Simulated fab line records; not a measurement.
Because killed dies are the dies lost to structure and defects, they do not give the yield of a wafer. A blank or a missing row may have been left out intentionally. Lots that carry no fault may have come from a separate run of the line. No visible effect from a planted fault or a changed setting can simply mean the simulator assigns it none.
Matching of chambers -- flow n5 finfet -- N5_HKMG_FIN_CMP_23 on cmp-03 has 4 sister chambers
The step polishes, stops on SiNx, t overpolish 10 s, target thk 46.326 nm. 4 wafers are shown with their chamber, then 12 later ones without.

## WAFERS PAIRED WITH THEIR CHAMBERS
wafer,chamber,time to endpoint s (s)
L079.6,3,14.9
L085.4,2,11.8
L088.2,1,9.0
L088.5,0,11.6

## WAFERS MISSING THEIR CHAMBER
wafer,time to endpoint s (s)
L089.1,10.8
L089.3,13.7
L089.4,13.3
L092.4,14.2
L092.5,13.7
L092.6,11.9
L093.2,14.8
L093.3,10.7
L093.5,13.7
L096.1,13.2
L096.5,9.9
L096.6,14.9

## EACH ONE'S CHAMBER
wafer,from the rows above,in truth
L089.1,can't be placed: 0 or 2 or 1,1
L089.3,can't be placed: 3 or 2 or 0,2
L089.4,can't be placed: 2 or 3 or 0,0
L092.4,can't be placed: 3 or 2 or 0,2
L092.5,can't be placed: 3 or 2 or 0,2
L092.6,can't be placed: 2 or 0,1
L093.2,3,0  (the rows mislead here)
L093.3,can't be placed: 0 or 2 or 1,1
L093.5,can't be placed: 3 or 2 or 0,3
L096.1,can't be placed: 2 or 0 or 3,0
L096.5,can't be placed: 1 or 0 or 2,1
L096.6,3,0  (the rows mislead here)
0 of 12 placed correctly. From these rows, 10 cannot be placed; in 9 the true chamber is one of the candidates. 2 placed wrongly.
How it was worked out, from the rows above alone: a wafer's distance from a chamber is the root of the sum, over the readings, of the square of ((its reading less the chamber's mean) divided by the reading's scatter). The wafer belongs to the nearest chamber; if the next one is less than 2 further off, it can't be placed. The mean given for a chamber averages the wafers shown for that chamber. The scatter (one wafer shown for each chamber): square how far every hidden wafer sits from the nearest shown wafer, average those squares and take the square root.
